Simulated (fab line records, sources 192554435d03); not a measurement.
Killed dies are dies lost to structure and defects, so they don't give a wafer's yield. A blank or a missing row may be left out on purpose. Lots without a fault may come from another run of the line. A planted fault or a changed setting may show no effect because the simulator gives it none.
Which tool did it? | flow n5_finfet | 24 lots, 72 wafers sampled, at 5 steps of a route of 1938

WHAT THE GAUGES READ, wafer by wafer
N5_BEOL_M10_THK_MEAS_01. Usual: M10_ILD_THK 269 nm, standard deviation 4.3.
lot  | measured     | on            | M10_ILD_THK (nm) | flag
L074 | day 10 00:49 | film_metro-01 | 269 266 274      |
L075 | day 10 01:21 | film_metro-02 | 271 270 272      |
L076 | day 10 12:32 | film_metro-02 | 261 265 269      |
L078 | day 10 14:07 | film_metro-02 | 270 266 274      |
L077 | day 10 22:10 | film_metro-01 | 260 268 277      |
L079 | day 11 00:15 | film_metro-01 | 263 261 266      |
L080 | day 11 00:44 | film_metro-01 | 272 273 277      |
L081 | day 11 04:49 | film_metro-02 | 275 270 275      |
L083 | day 12 01:35 | film_metro-02 | 261 267 266      |
L082 | day 12 01:40 | film_metro-02 | 270 274 280      |
L084 | day 12 02:04 | film_metro-02 | 267 270 271      |
L085 | day 12 07:46 | film_metro-01 | 265 273 266      |
L086 | day 12 08:38 | film_metro-01 | 271 268 274      |
L087 | day 13 00:47 | film_metro-01 | 269 274 266      |
L089 | day 13 01:17 | film_metro-02 | 274 270 268      |
L088 | day 13 12:42 | film_metro-01 | 263 269 268      |
L091 | day 13 20:52 | film_metro-01 | 264 276 273      |
L090 | day 13 21:49 | film_metro-01 | 259 263 272      |
L093 | day 14 07:38 | film_metro-02 | 268 269 273      |
L092 | day 14 14:33 | film_metro-02 | 268 269 273      |
L095 | day 14 19:34 | film_metro-01 | 265 275 271      |
L094 | day 15 01:58 | film_metro-02 | 261 268 275      |
L096 | day 15 07:11 | film_metro-02 | 269 272 275      |
L097 | day 15 20:07 | film_metro-01 | 264 273 266      |

N5_BEOL_M12_THK_MEAS_01. Usual: M12_ILD_THK 660 nm, standard deviation 9.6.
lot  | measured     | on            | M12_ILD_THK (nm) | flag
L074 | day 10 18:25 | film_metro-02 | 656 665 656      |
L075 | day 10 17:37 | film_metro-02 | 667 661 655      |
L076 | day 11 04:58 | film_metro-01 | 648 655 654      |
L078 | day 11 08:07 | film_metro-01 | 656 670 665      |
L077 | day 11 11:32 | film_metro-02 | 656 662 669      |
L079 | day 11 18:16 | film_metro-01 | 660 666 677      |
L080 | day 11 15:42 | film_metro-01 | 666 661 673      |
L081 | day 11 19:56 | film_metro-01 | 665 644 648      |
L083 | day 12 13:31 | film_metro-01 | 648 664 666      |
L082 | day 12 13:56 | film_metro-01 | 642 655 654      |
L084 | day 12 16:11 | film_metro-02 | 659 668 670      |
L085 | day 12 19:49 | film_metro-01 | 658 662 664      |
L086 | day 12 23:46 | film_metro-01 | 676 653 667      |
L087 | day 13 20:34 | film_metro-01 | 657 673 662      |
L089 | day 13 19:15 | film_metro-02 | 652 651 674      |
L088 | day 14 03:55 | film_metro-02 | 649 670 661      |
L091 | day 14 13:23 | film_metro-02 | 642 659 664      |
L090 | day 14 13:17 | film_metro-02 | 653 651 664      |
L093 | day 15 00:58 | film_metro-01 | 651 666 657      |
L092 | day 15 03:49 | film_metro-02 | 656 670 687      |
L095 | day 15 10:13 | film_metro-01 | 652 670 659      |
L094 | day 15 13:31 | film_metro-01 | 655 661 656      |
L096 | day 15 20:35 | film_metro-01 | 663 648 665      |
L097 | day 16 12:29 | film_metro-02 | 655 662 672      |

N5_BEOL_M12_INSPECT_12: inspects for defects (macro). Usual: raw_defect_count 2.1, standard deviation 1.5.
lot  | measured     | on                | raw_defect_count | flag
L074 | day 10 18:47 | defect_inspect-02 | 2 1 3            |
L075 | day 10 17:59 | defect_inspect-02 | 1 1 2            |
L076 | day 11 05:20 | defect_inspect-02 | 2 3 0            |
L078 | day 11 08:35 | defect_inspect-01 | 3 2 4            |
L077 | day 11 11:53 | defect_inspect-02 | 3 1 1            |
L079 | day 11 18:45 | defect_inspect-01 | 1 0 1            |
L080 | day 11 16:13 | defect_inspect-01 | 0 3 2            |
L081 | day 11 20:26 | defect_inspect-02 | 1 0 4            |
L083 | day 12 14:00 | defect_inspect-01 | 3 3 2            |
L082 | day 12 14:17 | defect_inspect-02 | 1 1 2            |
L084 | day 12 16:40 | defect_inspect-02 | 2 2 3            |
L085 | day 12 20:11 | defect_inspect-02 | 1 4 5            |
L086 | day 13 00:16 | defect_inspect-01 | 1 3 2            |
L087 | day 13 21:03 | defect_inspect-02 | 4 1 3            |
L089 | day 13 19:36 | defect_inspect-02 | 2 3 3            |
L088 | day 14 04:24 | defect_inspect-02 | 1 3 2            |
L091 | day 14 13:48 | defect_inspect-01 | 1 3 1            |
L090 | day 14 13:46 | defect_inspect-02 | 1 3 1            |
L093 | day 15 01:26 | defect_inspect-02 | 5 3 3            |
L092 | day 15 04:11 | defect_inspect-02 | 1 1 2            |
L095 | day 15 10:42 | defect_inspect-02 | 4 1 4            |
L094 | day 15 14:00 | defect_inspect-02 | 3 2 5            |
L096 | day 15 21:04 | defect_inspect-02 | 1 2 2            |
L097 | day 16 12:58 | defect_inspect-02 | 3 1 3            |

WHICH TOOL RAN EACH LOT (tool, then ch and the chambers of the sampled wafers, then the start)
lot  | N5_BEOL_M10_STRIP_36               | N5_BEOL_M11_ETCH_66
L074 | rie_diel-05 ch 0,1,2, day 10 05:08 | rie_diel-02 ch 1,2,3, day 10 14:40
L075 | rie_diel-01 ch 2,3, day 10 04:58   | rie_diel-02 ch 1,2,3, day 10 14:08
L076 | rie_diel-05 ch 0,2, day 10 18:33   | rie_diel-02 ch 0,2, day 11 01:40
L078 | rie_diel-05 ch 0,2, day 10 19:01   | rie_diel-03 ch 1,2, day 11 05:18
L077 | rie_diel-04 ch 0,3, day 11 01:32   | rie_diel-06 ch 0,1,2, day 11 07:40
L079 | rie_diel-05 ch 1,2, day 11 05:51   | rie_diel-02 ch 0,3, day 11 13:58
L080 | rie_diel-01 ch 0,1,2, day 11 05:19 | rie_diel-03 ch 1,2,3, day 11 10:44
L081 | rie_diel-04 ch 0,3, day 11 08:22   | rie_diel-06 ch 1,2,3, day 11 15:47
L083 | rie_diel-04 ch 0,3, day 12 05:02   | rie_diel-02 ch 1,3, day 12 10:26
L082 | rie_diel-01 ch 0,2,3, day 12 04:53 | rie_diel-06 ch 1,3, day 12 10:37
L084 | rie_diel-01 ch 2,3, day 12 05:25   | rie_diel-03 ch 1,2,3, day 12 12:38
L085 | rie_diel-04 ch 1,3, day 12 10:37   | rie_diel-02 ch 1,2, day 12 15:59
L086 | rie_diel-05 ch 0,1,2, day 12 11:22 | rie_diel-03 ch 0,2,3, day 12 18:53
L087 | rie_diel-01 ch 2,3, day 13 07:02   | rie_diel-03 ch 2,3, day 13 17:19
L089 | rie_diel-05 ch 0,1,2, day 13 06:47 | rie_diel-06 ch 1,2, day 13 13:57
L088 | rie_diel-04 ch 0,2,3, day 13 17:30 | rie_diel-06 ch 0,1, day 14 00:38
L091 | rie_diel-04 ch 2,3, day 14 01:05   | rie_diel-02 ch 1,2,3, day 14 10:27
L090 | rie_diel-05 ch 0,2,3, day 14 00:49 | rie_diel-03 ch 0,1,2, day 14 10:21
L093 | rie_diel-04 ch 1,2,3, day 14 13:55 | rie_diel-02 ch 1,2,3, day 14 21:46
L092 | rie_diel-05 ch 0,1,2, day 14 17:33 | rie_diel-06 ch 1,2,3, day 15 00:39
L095 | rie_diel-01 ch 0,3, day 14 23:35   | rie_diel-02 ch 0,1,3, day 15 06:13
L094 | rie_diel-01 ch 0,1,3, day 15 03:58 | rie_diel-03 ch 0,2,3, day 15 10:11
L096 | rie_diel-05 ch 0,2,3, day 15 09:47 | rie_diel-03 ch 0,1,3, day 15 15:52
L097 | rie_diel-01 ch 0,1, day 15 22:52   | rie_diel-03 ch 2, day 16 07:55
- N5_BEOL_M10_STRIP_36: strips in N2/H2.
- N5_BEOL_M11_ETCH_66: etches SOC in N2/H2, target depth 120 nm, overetch 24 nm, time 180 s.

WHAT THE TOOLS THEMSELVES READ (means of the sampled wafers that have a number; where no wafer has one, the mark that the record gives instead)
N5_BEOL_M10_STRIP_36. Usual: drypump_motor_current_A 5.7 A, standard deviation 0.53; oes_product_au 0.79 a.u., standard deviation 0.07; rf_vpp_V 59.0 V, standard deviation 2; showerhead_plenum_p_Torr 2.51 Torr, standard deviation 0.062; throttle_valve_pct 23.8 %, standard deviation 0.39.
lot  | tool        | drypump_motor_current_A (A) | oes_product_au (a.u.) | rf_vpp_V (V) | showerhead_plenum_p_Torr (Torr) | throttle_valve_pct (%) | flag
L074 | rie_diel-05 | 5.9                         | 0.81                  | 58.6         | 2.48                            | 23.9                   |
L075 | rie_diel-01 | 5.5                         | 0.76                  | 56.8         | 2.62                            | 23.8                   |
L076 | rie_diel-05 | 6.2                         | 0.75                  | 58.7         | 2.51                            | 24.4                   |
L078 | rie_diel-05 | 5.6                         | 0.80                  | 58.7         | 2.48                            | 24.1                   |
L077 | rie_diel-04 | 5.9                         | 0.81                  | 59.9         | 2.46                            | 23.7                   |
L079 | rie_diel-05 | 6.1                         | 0.79                  | 57.9         | 2.46                            | 23.8                   |
L080 | rie_diel-01 | 5.8                         | 0.72                  | 59.8         | 2.57                            | 24.1                   |
L081 | rie_diel-04 | 6.0                         | 0.85                  | 58.0         | 2.46                            | 23.5                   |
L083 | rie_diel-04 | 6.0                         | 0.80                  | 59.6         | 2.46                            | 23.7                   |
L082 | rie_diel-01 | 5.9                         | 0.74                  | 58.7         | 2.58                            | 23.9                   |
L084 | rie_diel-01 | 5.5                         | 0.75                  | 59.7         | 2.61                            | 23.9                   |
L085 | rie_diel-04 | 5.9                         | 0.86                  | 57.1         | 2.50                            | 23.4                   |
L086 | rie_diel-05 | 5.9                         | 0.77                  | 57.9         | 2.47                            | 24.0                   |
L087 | rie_diel-01 | 5.5                         | 0.73                  | 59.9         | 2.61                            | 23.9                   |
L089 | rie_diel-05 | 5.9                         | 0.77                  | 60.7         | 2.47                            | 23.9                   |
L088 | rie_diel-04 | 5.8                         | 0.82                  | 57.3         | 2.47                            | 23.6                   |
L091 | rie_diel-04 | 5.8                         | 0.86                  | 61.2         | 2.47                            | 23.5                   |
L090 | rie_diel-05 | 5.6                         | 0.79                  | 58.3         | 2.48                            | 24.1                   |
L093 | rie_diel-04 | 5.6                         | 0.83                  | 57.8         | 2.50                            | 23.5                   |
L092 | rie_diel-05 | 5.9                         | 0.76                  | 59.1         | 2.46                            | 24.0                   |
L095 | rie_diel-01 | 6.2                         | 0.73                  | 59.4         | 2.54                            | 23.9                   |
L094 | rie_diel-01 | 6.0                         | 0.80                  | 58.7         | 2.53                            | 24.0                   |
L096 | rie_diel-05 | 5.6                         | 0.78                  | 59.1         | 2.47                            | 24.1                   |
L097 | rie_diel-01 | 6.1                         | 0.79                  | 60.0         | 2.52                            | 24.0                   |

N5_BEOL_M11_ETCH_66. Usual: drypump_motor_current_A 5.6 A, standard deviation 0.52; oes_product_au 0.66 a.u., standard deviation 0.073; rf_fwd_power_W 836.7 W, standard deviation 2.7; rf_vpp_V 524 V, standard deviation 3.6; showerhead_plenum_p_Torr 2.54 Torr, standard deviation 0.12; throttle_valve_pct 17.80 %, standard deviation 0.29.
lot  | tool        | drypump_motor_current_A (A) | oes_product_au (a.u.) | rf_fwd_power_W (W) | rf_vpp_V (V) | showerhead_plenum_p_Torr (Torr) | throttle_valve_pct (%) | flag
L074 | rie_diel-02 | 5.7                         | 0.66                  | 839.5              | 523          | 2.52                            | 17.84                  |
L075 | rie_diel-02 | 5.7                         | 0.66                  | 836.9              | 523          | 2.52                            | 17.83                  |
L076 | rie_diel-02 | 5.7                         | 0.62                  | 835.4              | 519          | 2.38                            | 18.11                  |
L078 | rie_diel-03 | 5.2                         | 0.67                  | 835.8              | 523          | 2.55                            | 17.76                  |
L077 | rie_diel-06 | 5.4                         | 0.59                  | 836.3              | 523          | 2.52                            | 18.03                  |
L079 | rie_diel-02 | 5.9                         | 0.70                  | 832.4              | 522          | 2.52                            | 17.79                  |
L080 | rie_diel-03 | 5.6                         | 0.63                  | 838.8              | 523          | 2.52                            | 17.77                  |
L081 | rie_diel-06 | 4.9                         | 0.61                  | 833.4              | 525          | 2.56                            | 17.83                  |
L083 | rie_diel-02 | 5.8                         | 0.74                  | 841.0              | 524          | 2.57                            | 17.59                  |
L082 | rie_diel-06 | 5.0                         | 0.64                  | 837.0              | 525          | 2.57                            | 17.69                  |
L084 | rie_diel-03 | 5.6                         | 0.70                  | 836.8              | 526          | 2.62                            | 17.62                  |
L085 | rie_diel-02 | 5.5                         | 0.72                  | 836.4              | 521          | 2.47                            | 17.75                  |
L086 | rie_diel-03 | 5.9                         | 0.67                  | 840.2              | 525          | 2.60                            | 17.66                  |
L087 | rie_diel-03 | 5.7                         | 0.68                  | 837.4              | 524          | 2.54                            | 17.70                  |
L089 | rie_diel-06 | 4.9                         | 0.72                  | 836.4              | 523          | 2.54                            | 17.66                  |
L088 | rie_diel-06 | 6.0                         | 0.73                  | 838.3              | 527          | 2.70                            | 17.84                  |
L091 | rie_diel-02 | 5.7                         | 0.70                  | 835.2              | 523          | 2.51                            | 17.71                  |
L090 | rie_diel-03 | 5.4                         | 0.62                  | 837.7              | 525          | 2.59                            | 17.78                  |
L093 | rie_diel-02 | 5.7                         | 0.69                  | 839.0              | 524          | 2.51                            | 17.71                  |
L092 | rie_diel-06 | 5.0                         | 0.67                  | 834.6              | 525          | 2.55                            | 17.70                  |
L095 | rie_diel-02 | 5.7                         | 0.67                  | 834.8              | 522          | 2.47                            | 17.90                  |
L094 | rie_diel-03 | 5.9                         | 0.64                  | 836.0              | 525          | 2.59                            | 17.69                  |
L096 | rie_diel-03 | 5.8                         | 0.64                  | 835.4              | 527          | 2.67                            | 17.62                  |
L097 | rie_diel-03 | 5.3                         | 0.63                  | 836.0              | 521          | 2.45                            | 17.89                  |

THE ANSWER, worked out from the rows above alone
Rule: a lot is off if the mean of its wafers that have a number lies more than 3 standard deviations from the usual mean. A lot without any number at a reading at which 4 lots or more have one is off too. The other lots that the step has rows for count as sound. The gauges are gone through in route order, then the tools' own readings, and for those a lot's mean is taken as printed above. The first step at which some lot is off is used, and at that step the reading that is off furthest; a lot without a number counts as furthest.
No lot is off at any reading shown: from this, nothing can be told.

WHAT THE SIMULATOR HAD PUT IN
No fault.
